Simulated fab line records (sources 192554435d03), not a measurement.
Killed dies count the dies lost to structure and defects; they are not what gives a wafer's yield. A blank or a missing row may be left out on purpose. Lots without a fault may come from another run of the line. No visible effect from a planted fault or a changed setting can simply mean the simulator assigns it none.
fab line records	flow n5Finfet
[record] lots = 10	wafers = 30	lastDay = 17
route steps=1938 shown PMOS_HMC_CHANNEL_EPI@78 BEOL_M4@1084 PASSIVATION@1936
lots with no fault: from the same line, run without faults
startH: hours from the record's opening day to when the first of the lot's shown wafers began	waitH: time in hours since the lot's previous step	" identical to the entry in the row above	L1.1+2: one row covering several wafers at once	- no value, or no start given	* or withheld: withheld	< > ~ a bound
route shown NAME@n: a module of which the file shows steps, and the number in the route of the first	usual: mean/standard deviation taken from wafers without a fault	same: alike in all rows	chamber/n: place in a boat	sites: per-site readings	_std_site: their standard deviation	_edge_site: mean of outer sites minus mean of inner sites	radiusMm: for every site, how far away it sits from the centre of the wafer	mask NAME#n: copy n	behind: the most recent tool/chamber to have shaped the wafer	hold: why the lot was held/for how many hours/how that ended	device: the transistor (n, p or np) that didn't switch	end of line: tests run on the same wafers once the route is complete	for a step that has no rows: nothing shown but its recipe	killed: dies lost to structure and defects at the first sort, not the wafer's yield	map: shows each die of a wafer: x if killed, . if not, _ if none is there
set.NAME: the setting that was run; set.NAME@STEP: the one run at that earlier step	model.NAME: the simulator's own value behind a step, which no gauge read
steps of the route over a sample of lots; a table a step, a row a wafer
services: a tool's chamber out of use, with start hour (startH, from the record's first day; less than 0 if before it), hours out, and reason
[[steps]]
[step N5_PMOS_HMC_CHANNEL_EPI_EPI_20]
[recipe] material = SiGe30	maskMaterial = SiO2	pressureTorr = 20	targetThkA = 590	tempC = 600
[usual] susceptorTempC = 600.1/0.3
lot.wafer	tool	chamber	startH	waitH	susceptorTempC
L358.1	epiRpcvd-01	0	17.92	0.0	600.4
L358.3	"	0	"	"	599.8
L358.6	"	0	"	"	600.2
L359.1	epiRpcvd-02	0	24.02	0.0	600.1
L359.3	"	0	"	"	600.3
L359.6	"	0	"	"	599.7
L360.1	epiRpcvd-01	0	30.23	0.0	600.3
L360.4	"	0	"	"	600.7
L360.6	"	0	"	"	600.6
L366.1	epiRpcvd-02	0	66.36	0.0	599.9
L366.2	"	0	"	"	599.6
L366.5	"	0	"	"	599.5
L367.2	epiRpcvd-04	0	72.72	0.3	600.2
L367.3	"	0	"	"	600.6
L367.4	"	0	"	"	600.1
L374.1	epiRpcvd-02	0	114.24	0.0	599.9
L374.3	"	0	"	"	599.4
L374.4	"	0	"	"	599.7
L376.1	epiRpcvd-02	0	126.11	0.0	600.3
L376.2	"	0	"	"	600.0
L376.4	"	0	"	"	600.4
L379.1	epiRpcvd-04	0	144.49	0.0	600.1
L379.2	"	0	"	"	600.1
L379.6	"	0	"	"	600.2
L380.1	epiRpcvd-04	0	150.40	0.0	600.5
L380.2	"	0	"	"	600.3
L380.5	"	0	"	"	599.6
L381.1	epiRpcvd-04	0	156.35	0.0	600.1
L381.2	"	0	"	"	599.7
L381.5	"	0	"	"	599.6
[step N5_BEOL_M4_SPUTTER_48]
[recipe] material = Cu	targetThkA = 45	tempC = -20	chamberPressurePa = 0.07	powerW = withheld	timeS = 8.29
[usual] chuckGasFlowSccm = 1.27/0.053	susceptorTempC = -20.00/0.11	throttleValvePct = 30.3/1.1
lot.wafer	tool	chamber	startH	waitH	chuckGasFlowSccm	susceptorTempC	throttleValvePct
L358.1	pvdSputter-01	-	156.31	0.1	1.25	-19.92	31.6
L358.3	"	-	"	"	1.23	-20.03	31.3
L358.6	"	-	"	"	1.35	-20.04	30.8
L360.1	pvdSputter-01	-	165.15	0.4	1.45	-19.99	30.9
L360.4	"	-	"	"	1.28	-20.01	31.4
L360.6	"	-	"	"	1.25	-19.93	29.8
L359.1	pvdSputter-03	-	168.08	0.2	1.30	-20.17	31.6
L359.3	"	-	"	"	1.35	-20.06	30.4
L359.6	"	-	"	"	1.22	-19.78	29.2
L366.1	pvdSputter-02	-	201.18	1.5	1.29	-20.07	29.1
L366.2	"	-	"	"	1.26	-20.12	30.5
L366.5	"	-	"	"	1.25	-19.91	31.8
L367.2	pvdSputter-03	-	213.72	0.1	1.22	-19.92	29.1
L367.3	"	-	"	"	1.24	-20.04	28.5
L367.4	"	-	"	"	1.35	-19.81	31.8
L374.1	pvdSputter-03	-	259.65	0.3	1.33	-19.96	31.7
L374.3	"	-	"	"	1.31	-19.92	28.5
L374.4	"	-	"	"	1.20	-20.04	29.2
L376.1	pvdSputter-02	-	264.43	0.4	1.28	-19.98	30.3
L376.2	"	-	"	"	1.29	-20.21	28.8
L376.4	"	-	"	"	1.31	-19.99	31.7
L379.1	pvdSputter-01	-	287.42	0.1	1.25	-20.02	31.0
L379.2	"	-	"	"	1.32	-19.95	29.7
L379.6	"	-	"	"	1.25	-20.19	30.8
L380.1	pvdSputter-01	-	304.01	0.1	1.33	-20.07	29.7
L380.2	"	-	"	"	1.24	-20.04	31.3
L380.5	"	-	"	"	1.21	-19.85	31.4
L381.1	pvdSputter-02	-	307.75	0.1	1.26	-19.96	31.5
L381.2	"	-	"	"	1.33	-20.12	28.8
L381.5	"	-	"	"	1.27	-19.93	30.0
[step N5_BEOL_M4_ANNEAL_51]
[recipe] tempC = 225	timeS = 90	ambient = N2
[usual] wafer_temp_C_max = 225.96/0.21
lot.wafer	tool	chamber	startH	waitH	wafer_temp_C_max
L358.1	rtpAnneal-01	0	158.26	0.1	225.88
L358.3	"	0	"	"	225.78
L358.6	"	0	"	"	225.68
L360.1	rtpAnneal-01	0	167.24	0.2	226.21
L360.4	"	0	"	"	226.02
L360.6	"	0	"	"	226.04
L359.1	rtpAnneal-02	0	170.04	0.1	225.79
L359.3	"	0	"	"	225.62
L359.6	"	0	"	"	225.96
L366.1	rtpAnneal-01	0	203.30	0.2	225.72
L366.2	"	0	"	"	226.17
L366.5	"	0	"	"	225.78
L367.2	rtpAnneal-01	0	215.72	0.1	226.09
L367.3	"	0	"	"	226.03
L367.4	"	0	"	"	225.80
L374.1	rtpAnneal-01	0	261.61	0.1	225.75
L374.3	"	0	"	"	226.17
L374.4	"	0	"	"	226.05
L376.1	rtpAnneal-01	0	266.39	0.1	226.17
L376.2	"	0	"	"	225.47
L376.4	"	0	"	"	225.93
L379.1	rtpAnneal-01	0	289.37	0.1	225.93
L379.2	"	0	"	"	225.90
L379.6	"	0	"	"	225.95
L380.1	rtpAnneal-01	0	305.97	0.1	225.96
L380.2	"	0	"	"	225.93
L380.5	"	0	"	"	226.03
L381.1	rtpAnneal-01	0	309.80	0.2	226.14
L381.2	"	0	"	"	225.96
L381.5	"	0	"	"	226.04
[step N5_BEOL_M4_INSPECT_59]
[recipe] inspectInstrument = darkfield	mode = postDep
[usual] rawDefectCount = 67/25
lot.wafer	tool	chamber	startH	waitH	rawDefectCount
L358.1	defectInspect-02	-	159.14	0.0	86
L358.3	"	-	"	"	79
L358.6	"	-	"	"	93
L360.1	defectInspect-02	-	168.24	0.0	62
L360.4	"	-	"	"	41
L360.6	"	-	"	"	45
L359.1	defectInspect-02	-	170.95	0.0	45
L359.3	"	-	"	"	72
L359.6	"	-	"	"	51
L366.1	defectInspect-02	-	204.19	0.0	58
L366.2	"	-	"	"	59
L366.5	"	-	"	"	74
L367.2	defectInspect-01	-	218.08	0.0	107
L367.3	"	-	"	"	89
L367.4	"	-	"	"	89
L374.1	defectInspect-01	-	262.48	0.0	70
L374.3	"	-	"	"	55
L374.4	"	-	"	"	119
L376.1	defectInspect-02	-	267.28	0.0	44
L376.2	"	-	"	"	52
L376.4	"	-	"	"	74
L379.1	defectInspect-02	-	290.28	0.0	64
L379.2	"	-	"	"	62
L379.6	"	-	"	"	50
L380.1	defectInspect-02	-	306.85	0.0	49
L380.2	"	-	"	"	44
L380.5	"	-	"	"	72
L381.1	defectInspect-02	-	310.68	0.0	43
L381.2	"	-	"	"	61
L381.5	"	-	"	"	77
[step N5_BEOL_M4_RC_MEAS_101]
[usual] DIBL_N = 35.8/1.8	DIBL_P = 35.6/2	IOFF_N = 0.148/0.028	IOFF_P = 0.20/0.034	IOFF_P_LONG = 0.000107/9.6e-06	ION_N = 672/12	ION_P = 462/8.5	SS_N = 71.2/0.65	SS_P = 73.1/0.67	VT_N = 251/3.3	VT_P = -251/3.8	VT_P_LONG = -275/3.6
lot.wafer	tool	chamber	startH	waitH	DIBL_N[mV/V]	DIBL_P[mV/V]	IOFF_N[nA/um]	IOFF_P[nA/um]	IOFF_P_LONG[nA/um]	ION_N[uA/um]	ION_P[uA/um]	SS_N[mV/dec]	SS_P[mV/dec]	VT_N[mV]	VT_P[mV]	VT_P_LONG[mV]
L358.1	prober-02	0	159.17	0.0	34.6	35.2	0.150	0.16	9.3e-05	674	449	71.1	72.6	252	-258	-281
L358.3	"	0	"	"	32.9	34.3	0.119	0.15	8.9e-05	660	454	70.7	72.5	253	-257	-281
L358.6	"	0	"	"	34.0	36.4	0.145	0.17	9e-05	677	459	71.5	73.4	251	-255	-281
L360.1	prober-01	0	168.26	0.0	35.3	35.9	0.161	0.22	0.000107	685	471	71.8	73.3	252	-248	-275
L360.4	"	0	"	"	34.6	34.8	0.154	0.20	0.000109	675	462	71.3	73.1	250	-248	-275
L360.6	"	0	"	"	35.5	35.3	0.159	0.22	0.000114	682	471	72.4	72.5	252	-248	-276
L359.1	prober-01	0	170.97	0.0	37.7	38.6	0.156	0.22	0.000101	647	451	72.1	73.9	252	-247	-276
L359.3	"	0	"	"	36.9	36.7	0.151	0.20	0.000109	672	461	70.9	72.5	252	-248	-275
L359.6	"	0	"	"	36.8	37.4	0.145	0.21	0.0001	674	464	70.4	73.5	250	-248	-275
L366.1	prober-01	0	204.22	0.0	33.9	31.6	0.107	0.17	0.000115	652	459	70.5	72.6	255	-251	-274
L366.2	"	0	"	"	36.2	35.5	0.157	0.23	0.000119	682	474	71.4	73.2	250	-246	-271
L366.5	"	0	"	"	36.4	35.4	0.153	0.22	0.000115	667	462	71.6	73.1	250	-247	-273
L367.2	prober-02	0	218.26	0.2	34.6	34.3	0.121	0.19	0.000115	663	457	70.1	73.5	253	-249	-272
L367.3	"	0	"	"	35.9	35.7	0.136	0.21	0.000109	674	467	71.3	72.8	252	-247	-272
L367.4	"	0	"	"	35.2	34.7	0.137	0.19	0.000114	677	468	70.8	72.4	250	-249	-272
L374.1	prober-01	0	262.51	0.0	37.7	37.9	0.189	0.31	0.000139	685	481	71.8	74.0	249	-242	-267
L374.3	"	0	"	"	34.0	33.6	0.121	0.24	0.000138	668	477	71.3	72.0	255	-245	-266
L374.4	"	0	"	"	33.2	32.2	0.106	0.20	0.000133	656	469	70.4	72.6	255	-248	-266
L376.1	prober-01	0	267.31	0.0	38.5	39.5	0.191	0.35	0.000131	679	481	72.1	73.7	248	-238	-266
L376.2	"	0	"	"	35.8	34.2	0.137	0.24	0.000134	663	472	71.6	72.9	252	-243	-266
L376.4	"	0	"	"	35.6	35.8	0.146	0.25	0.000138	683	484	71.5	73.1	251	-245	-265
L379.1	prober-01	0	290.31	0.0	38.6	41.2	0.200	0.27	0.000105	678	464	72.5	74.2	245	-247	-273
L379.2	"	0	"	"	37.8	39.5	0.181	0.24	0.0001	684	462	71.2	73.9	247	-249	-272
L379.6	"	0	"	"	38.0	39.9	0.183	0.25	0.000105	682	472	72.0	74.1	250	-247	-275
L380.1	prober-02	0	306.87	0.0	35.8	35.0	0.147	0.19	0.000116	677	463	71.3	72.4	250	-248	-275
L380.2	"	0	"	"	38.4	37.4	0.197	0.24	0.000116	691	478	71.6	72.5	246	-247	-275
L380.5	"	0	"	"	35.3	33.1	0.138	0.18	0.000119	682	464	71.0	71.9	254	-250	-275
L381.1	prober-02	0	310.71	0.0	34.5	34.1	0.145	0.19	0.000107	673	471	70.7	72.4	249	-249	-271
L381.2	"	0	"	"	35.1	35.6	0.163	0.21	0.000109	687	470	70.5	72.9	246	-247	-273
L381.5	"	0	"	"	35.3	35.2	0.164	0.21	0.000109	692	469	70.9	72.9	247	-247	-274
[step N5_PASSIVATION_PROBE_49]
[usual] defectLimitedYield = 91.3/1.5	killed_at_M0_to_M3 = 34/11	killed_at_M4_up = 14/6.1	killedAtContacts = 12/5.9	killedAtFrontEnd = 39/11	killedAtOther = 4/3.3	killedDies = 102/18	killedOpen = 67/13	killedShort = 33/7.9	sort_bin_4_leakage = 0/0	sort_bin_5_function = 5.1/1	sort_bin_6_memory = 3.3/0.7	sortNPass = 1077/19	sortYieldPct = 91.3/1.6
[same] grossDies = 1180	killedAtBackSide = 0	sort_bin_8_speed[%] = 0
lot.wafer	tool	chamber	startH	waitH	defectLimitedYield[%]	killed_at_M0_to_M3	killed_at_M4_up	killedAtContacts	killedAtFrontEnd	killedAtOther	killedDies	killedOpen	killedShort	sort_bin_4_leakage[%]	sort_bin_5_function[%]	sort_bin_6_memory[%]	sortNPass	sortYieldPct[%]
L358.1	prober-01	-	253.54	0.0	90.3	36	9	16	52	1	114	76	34	0	5.0	4.1	1066	90.3
L358.3	prober-01	-	253.64	0.1	87.4	49	15	17	64	4	149	95	50	0	7.6	4.8	1031	87.4
L358.6	prober-01	-	253.79	0.3	90.6	58	13	7	31	2	111	69	42	0	6.3	2.9	1069	90.6
L360.1	prober-01	-	261.02	0.0	90.0	27	10	17	60	4	118	77	41	0	5.7	4.0	1062	90.0
L360.4	prober-01	-	261.17	0.2	90.8	36	8	13	46	6	109	66	42	0	5.0	3.9	1071	90.8
L360.6	prober-01	-	261.27	0.3	92.5	19	18	6	42	4	89	54	28	0	4.2	2.6	1091	92.5
L359.1	prober-01	-	264.82	0.0	93.3	24	11	7	31	6	79	49	29	0	3.7	2.7	1101	93.3
L359.3	prober-01	-	264.92	0.1	92.2	38	11	7	33	3	92	63	28	0	4.6	3.0	1088	92.2
L359.6	prober-01	-	265.07	0.3	90.6	55	8	3	39	6	111	67	40	0	5.8	3.1	1069	90.6
L366.1	prober-01	-	306.55	0.0	91.0	38	11	12	41	4	106	70	36	0	5.0	3.8	1074	91.0
L366.2	prober-01	-	306.60	0.1	91.7	21	19	12	40	6	98	71	27	0	5.2	3.0	1082	91.7
L366.5	prober-01	-	306.75	0.2	89.4	29	24	10	60	2	125	96	29	0	6.4	4.1	1055	89.4
L367.2	prober-01	-	322.07	0.1	92.1	30	17	11	27	8	93	56	32	0	4.9	2.7	1087	92.1
L367.3	prober-01	-	322.12	0.1	91.2	44	12	13	33	2	104	66	34	0	5.5	3.1	1076	91.2
L367.4	prober-01	-	322.17	0.2	91.1	33	11	17	44	0	105	67	37	0	5.2	3.6	1075	91.1
L376.1	prober-02	-	373.43	0.0	92.4	33	14	8	32	3	90	57	32	0.08	4.4	3.1	1089	92.3
L376.2	prober-02	-	373.48	0.1	93.5	20	10	17	30	0	77	47	20	0	3.4	2.3	1103	93.5
L376.4	prober-02	-	373.58	0.2	92.4	35	11	5	37	2	90	59	29	0	4.4	3.1	1090	92.4
L374.1	prober-02	-	376.29	0.0	88.8	15	30	33	45	9	132	83	42	0	7.0	3.5	1048	88.8
L374.3	prober-02	-	376.39	0.1	90.2	18	29	17	45	7	116	83	27	0	5.8	3.3	1064	90.2
L374.4	prober-02	-	376.44	0.2	89.5	46	15	6	56	1	124	83	38	0	6.9	3.3	1056	89.5
L379.1	prober-01	-	386.67	0.0	93.9	36	3	6	25	2	72	43	29	0	3.4	2.6	1108	93.9
L379.2	prober-01	-	386.72	0.1	93.6	32	10	11	20	2	75	53	22	0	3.8	2.5	1105	93.6
L379.6	prober-01	-	386.92	0.3	89.7	36	5	22	54	4	121	74	43	0	5.8	4.0	1059	89.7
L381.1	prober-01	-	404.19	0.0	90.3	35	14	13	53	0	115	86	27	0	6.0	3.7	1065	90.3
L381.2	prober-01	-	404.24	0.1	92.9	30	14	10	28	2	84	55	24	0	4.4	2.6	1096	92.9
L381.5	prober-01	-	404.39	0.2	90.8	41	5	9	52	1	108	65	41	0	5.0	3.8	1072	90.8
L380.1	prober-01	-	405.47	0.0	89.2	59	19	10	34	5	127	91	36	0	7.2	3.3	1053	89.2
L380.2	prober-01	-	405.52	0.1	89.5	39	17	10	56	2	124	81	43	0	6.4	3.9	1056	89.5
L380.5	prober-01	-	405.67	0.2	90.8	33	12	2	61	1	109	74	35	0	5.0	4.1	1071	90.8
// killed by level:class
L358.1 STI_FIN_REVEAL:geometricParticle:open=18 MOL_CONTACT_COAG:geometricParticle:open=12 FIN_SAQP:geometricParticle:short=9 BEOL_M2:geometricParticle:open=9 BEOL_M3:geometricParticle:open=8 BEOL_M1:geometricParticle:open=6 GATE_CUT:geometricParticle:open=4 GATE_CUT:geometricParticle:short=4
L358.3 STI_FIN_REVEAL:geometricParticle:open=27 FIN_SAQP:geometricParticle:short=13 BEOL_M0_SAQP:geometricParticle:open=12 MOL_CONTACT_COAG:geometricParticle:open=10 BEOL_M1:geometricParticle:open=10 BEOL_M0_SAQP:geometricParticle:short=8 FIN_SAQP:geometricParticle:open=7 MOL_CONTACT_COAG:geometricParticle:short=7
L358.6 BEOL_M0_SAQP:geometricParticle:open=19 BEOL_M0_SAQP:geometricParticle:short=14 STI_FIN_REVEAL:geometricParticle:open=11 BEOL_M4:geometricParticle:open=10 BEOL_M1:geometricParticle:open=10 MOL_CONTACT_COAG:geometricParticle:open=5 BEOL_M1:geometricParticle:short=5 FIN_SAQP:geometricParticle:short=4
L360.1 FIN_SAQP:geometricParticle:open=14 FIN_SAQP:geometricParticle:short=13 STI_FIN_REVEAL:geometricParticle:open=12 MOL_CONTACT_COAG:geometricParticle:open=12 BEOL_M0_SAQP:geometricParticle:open=9 STARTING-WAFER:geometricParticle:short=7 BEOL_M0:geometricParticle:open=6 BEOL_M3:geometricParticle:open=6
L360.4 MOL_CONTACT_COAG:geometricParticle:open=11 FIN_SAQP:geometricParticle:short=10 FIN_SAQP:geometricParticle:open=9 GATE_CUT:geometricParticle:short=8 GATE_CUT:geometricParticle:open=6 BEOL_M0_SAQP:geometricParticle:short=6 BEOL_M0:geometricParticle:open=6 BEOL_M2:geometricParticle:open=6
L360.6 FIN_SAQP:geometricParticle:short=10 FIN_SAQP:geometricParticle:open=10 BEOL_M4:geometricParticle:open=6 HKMG_FIN:areaEtch=6 MOL_CONTACT_COAG:geometricParticle:open=5 BEOL_M2:geometricParticle:open=5 BEOL_M7:geometricParticle:open=4 DUMMY_GATE:geometricParticle:open=3
L359.1 BEOL_M1:geometricParticle:open=6 FIN_SAQP:geometricParticle:short=5 ILD0:geometricParticle:short=5 MOL_CONTACT_COAG:geometricParticle:open=5 BEOL_M2:geometricParticle:open=5 DUMMY_GATE:geometricParticle:open=4 BEOL_M0_SAQP:geometricParticle:short=4 BEOL_M4:geometricParticle:open=4
L359.3 BEOL_M1:geometricParticle:open=10 BEOL_M0_SAQP:geometricParticle:open=9 FIN_SAQP:geometricParticle:short=7 BEOL_M2:geometricParticle:open=7 GATE_CUT:geometricParticle:open=5 STI_FIN_REVEAL:geometricParticle:open=4 DUMMY_GATE:geometricParticle:open=4 MOL_CONTACT_COAG:geometricParticle:open=4
L359.6 BEOL_M1:geometricParticle:open=15 BEOL_M0_SAQP:geometricParticle:open=13 BEOL_M0_SAQP:geometricParticle:short=12 BEOL_M2:geometricParticle:open=10 FIN_SAQP:geometricParticle:short=6 DUMMY_GATE:geometricParticle:open=6 STI_FIN_REVEAL:geometricParticle:short=4 STARTING-WAFER:geometricParticle:short=4
L366.1 MOL_CONTACT_COAG:geometricParticle:open=11 STI_FIN_REVEAL:geometricParticle:open=8 BEOL_M4:geometricParticle:open=8 FIN_SAQP:geometricParticle:short=7 BEOL_M0_SAQP:geometricParticle:short=7 BEOL_M2:geometricParticle:open=7 GATE_CUT:geometricParticle:short=6 BEOL_M3:geometricParticle:open=6
L366.2 MOL_CONTACT_COAG:geometricParticle:open=10 FIN_SAQP:geometricParticle:open=9 BEOL_M5:geometricParticle:open=9 BEOL_M3:geometricParticle:open=7 STARTING-WAFER:geometricParticle:open=6 STI_FIN_REVEAL:geometricParticle:open=5 FIN_SAQP:geometricParticle:short=3 DUMMY_GATE:geometricParticle:open=3
L366.5 FIN_SAQP:geometricParticle:open=25 BEOL_M4:geometricParticle:open=16 STI_FIN_REVEAL:geometricParticle:open=15 BEOL_M3:geometricParticle:open=13 BEOL_M0_SAQP:geometricParticle:short=8 FIN_SAQP:geometricParticle:short=7 MOL_CONTACT_COAG:geometricParticle:open=6 MOL_CONTACT_COAG:geometricParticle:short=4
L367.2 FIN_SAQP:geometricParticle:open=8 MOL_CONTACT_COAG:geometricParticle:open=7 BEOL_M0_SAQP:geometricParticle:open=7 BEOL_M3:geometricParticle:open=7 BEOL_M0_SAQP:geometricParticle:short=6 BEOL_M2:geometricParticle:open=5 PAD_METAL:geometricParticle:short=5 FIN_SAQP:geometricParticle:short=4
L367.3 BEOL_M3:geometricParticle:open=11 BEOL_M0_SAQP:geometricParticle:open=10 MOL_CONTACT_COAG:geometricParticle:open=8 BEOL_M0_SAQP:geometricParticle:short=8 FIN_SAQP:geometricParticle:open=7 FIN_SAQP:geometricParticle:short=7 GATE_CUT:geometricParticle:short=4 MOL_CONTACT_COAG:geometricParticle:short=4
L367.4 MOL_CONTACT_COAG:geometricParticle:open=14 GATE_CUT:geometricParticle:short=11 BEOL_M0_SAQP:geometricParticle:open=9 BEOL_M0_SAQP:geometricParticle:short=8 BEOL_M3:geometricParticle:open=7 STI_FIN_REVEAL:geometricParticle:open=6 GATE_CUT:geometricParticle:open=6 FIN_SAQP:geometricParticle:short=5
L376.1 BEOL_M0_SAQP:geometricParticle:short=12 FIN_SAQP:geometricParticle:short=9 MOL_CONTACT_COAG:geometricParticle:open=8 BEOL_M3:geometricParticle:open=8 FIN_SAQP:geometricParticle:open=7 BEOL_M0_SAQP:geometricParticle:open=7 STI_FIN_REVEAL:geometricParticle:open=6 BEOL_M4:geometricParticle:open=4
L376.2 MOL_CONTACT_COAG:geometricParticle:open=11 FIN_SAQP:geometricParticle:open=7 BEOL_M4:geometricParticle:open=7 HKMG_FIN:areaEtch=6 MOL_CONTACT_COAG:geometricParticle:short=5 BEOL_M0_SAQP:geometricParticle:short=5 FIN_SAQP:geometricParticle:short=4 BEOL_M0_SAQP:geometricParticle:open=4
L376.4 FIN_SAQP:geometricParticle:open=17 BEOL_M0_SAQP:geometricParticle:open=9 FIN_SAQP:geometricParticle:short=8 BEOL_M3:geometricParticle:open=7 BEOL_M0:geometricParticle:open=6 BEOL_M4:geometricParticle:open=6 MOL_CONTACT_COAG:geometricParticle:open=5 BEOL_M0_SAQP:geometricParticle:short=5
L374.1 MOL_CONTACT_COAG:geometricParticle:open=23 MOL_CONTACT_COAG:geometricParticle:short=10 BEOL_M4:geometricParticle:open=10 FIN_SAQP:geometricParticle:short=9 STI_FIN_REVEAL:geometricParticle:open=9 DUMMY_GATE:geometricParticle:open=8 BEOL_M2:geometricParticle:open=7 FIN_SAQP:geometricParticle:open=6
L374.3 MOL_CONTACT_COAG:geometricParticle:open=15 BEOL_M4:geometricParticle:open=14 FIN_SAQP:geometricParticle:open=13 STI_FIN_REVEAL:geometricParticle:open=6 BEOL_M3:geometricParticle:open=6 DUMMY_GATE:geometricParticle:open=5 BEOL_M4:geometricParticle:short=4 FIN_SAQP:geometricParticle:short=3
L374.4 STI_FIN_REVEAL:geometricParticle:open=23 BEOL_M2:geometricParticle:open=11 STI_FIN_REVEAL:geometricParticle:short=9 BEOL_M3:geometricParticle:open=9 FIN_SAQP:geometricParticle:short=8 BEOL_M4:geometricParticle:open=8 FIN_SAQP:geometricParticle:open=6 BEOL_M0_SAQP:geometricParticle:open=6
L379.1 BEOL_M0_SAQP:geometricParticle:short=10 BEOL_M1:geometricParticle:open=7 BEOL_M0_SAQP:geometricParticle:open=6 STI_FIN_REVEAL:geometricParticle:open=4 MOL_CONTACT_COAG:geometricParticle:open=4 STARTING-WAFER:geometricParticle:open=4 FIN_SAQP:geometricParticle:open=3 FIN_SAQP:geometricParticle:short=3
L379.2 BEOL_M0_SAQP:geometricParticle:short=10 MOL_CONTACT_COAG:geometricParticle:open=9 BEOL_M0_SAQP:geometricParticle:open=7 BEOL_M1:geometricParticle:open=6 DUMMY_GATE:geometricParticle:open=5 FIN_SAQP:geometricParticle:open=4 FIN_SAQP:geometricParticle:short=3 STI_FIN_REVEAL:geometricParticle:open=3
L379.6 FIN_SAQP:geometricParticle:open=16 BEOL_M0_SAQP:geometricParticle:short=16 BEOL_M0_SAQP:geometricParticle:open=15 MOL_CONTACT_COAG:geometricParticle:open=15 STI_FIN_REVEAL:geometricParticle:open=11 GATE_CUT:geometricParticle:short=6 FIN_SAQP:geometricParticle:short=6 DUMMY_GATE:geometricParticle:open=5
L381.1 STI_FIN_REVEAL:geometricParticle:open=21 BEOL_M3:geometricParticle:open=12 MOL_CONTACT_COAG:geometricParticle:open=11 ILD0:geometricParticle:short=8 BEOL_M1:geometricParticle:open=8 BEOL_M2:geometricParticle:open=6 FIN_SAQP:geometricParticle:open=5 BEOL_M0_SAQP:geometricParticle:open=5
L381.2 BEOL_M3:geometricParticle:open=11 STI_FIN_REVEAL:geometricParticle:open=9 MOL_CONTACT_COAG:geometricParticle:open=8 BEOL_M0_SAQP:geometricParticle:open=4 BEOL_M0_SAQP:geometricParticle:short=4 BEOL_M4:geometricParticle:open=4 FIN_SAQP:geometricParticle:open=3 FIN_SAQP:geometricParticle:short=3
L381.5 STI_FIN_REVEAL:geometricParticle:open=14 BEOL_M3:geometricParticle:open=11 FIN_SAQP:geometricParticle:short=8 GATE_CUT:geometricParticle:short=8 BEOL_M0_SAQP:geometricParticle:short=8 BEOL_M0_SAQP:geometricParticle:open=6 FIN_SAQP:geometricParticle:open=5 MOL_CONTACT_COAG:geometricParticle:open=5
L380.1 BEOL_M0_SAQP:geometricParticle:open=15 BEOL_M2:geometricParticle:open=11 BEOL_M4:geometricParticle:open=9 BEOL_M3:geometricParticle:open=9 MOL_CONTACT_COAG:geometricParticle:open=8 BEOL_M0_SAQP:geometricParticle:short=8 BEOL_M1:geometricParticle:open=6 DUMMY_GATE:geometricParticle:open=5
L380.2 BEOL_M0_SAQP:geometricParticle:open=12 BEOL_M4:geometricParticle:open=11 FIN_SAQP:geometricParticle:short=10 BEOL_M0_SAQP:geometricParticle:short=10 FIN_SAQP:geometricParticle:open=9 DUMMY_GATE:geometricParticle:open=9 MOL_CONTACT_COAG:geometricParticle:open=9 STI_FIN_REVEAL:geometricParticle:open=6
L380.5 FIN_SAQP:geometricParticle:open=18 STI_FIN_REVEAL:geometricParticle:open=14 BEOL_M2:geometricParticle:open=9 BEOL_M0_SAQP:geometricParticle:short=6 BEOL_M4:geometricParticle:open=6 FIN_SAQP:geometricParticle:short=5 BEOL_M1:geometricParticle:open=5 STI_FIN_REVEAL:geometricParticle:short=4
[[services]]
tool	chamber	startH	hours	kind
pvdSputter-01	-	22.55	6.8	repair
epiRpcvd-02	-	35.67	14.6	pm
pvdSputter-03	-	55.67	2.4	repair
rtpAnneal-02	-	61.30	4.6	pm
epiRpcvd-01	-	65.65	1.9	repair
rtpAnneal-02	-	106.03	1.2	pm
epiRpcvd-01	-	259.71	7.1	repair
pvdSputter-01	-	290.79	0.8	repair
pvdSputter-01	-	294.87	7.9	repair
epiRpcvd-01	-	302.34	1.7	repair
epiRpcvd-01	-	309.19	1.6	repair
[[key]]
[firstSign] step = N5_BEOL_M4_RC_MEAS_101	reading = IOFF_P_LONG	direction = up	sigmas = 3	usual = 0.000107	struck = 0.000135
[effect] step = N5_BEOL_M4_RC_MEAS_101	reading = VT_P_LONG	direction = up	sigmas = 2.6	usual = -275	struck = -266
[effect] step = N5_BEOL_M4_RC_MEAS_101	reading = IOFF_P	direction = up	sigmas = 2	usual = 0.20	struck = 0.27	wafersMoved = 3
[effect] step = N5_BEOL_M4_RC_MEAS_101	reading = VT_P	direction = up	sigmas = 1.9	usual = -251	struck = -243
[effect] step = N5_BEOL_M4_RC_MEAS_101	reading = ION_P	direction = up	sigmas = 1.8	usual = 462	struck = 477
metAt N5_PMOS_HMC_CHANNEL_EPI_EPI_20
struckLots L374,L376
notActingAt N5_BEOL_M4_SPUTTER_48,N5_BEOL_M4_ANNEAL_51,N5_BEOL_M4_INSPECT_59
onsetBetween 66.36 114.24
[fault] kind = processParameterDrift	tool = epiRpcvd-02	chamber = -	onsetH = 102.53	steps = N5_PMOS_HMC_CHANNEL_EPI_EPI_20	channel = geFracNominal	offset = 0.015	shape = step	endH = 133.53	stated = 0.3
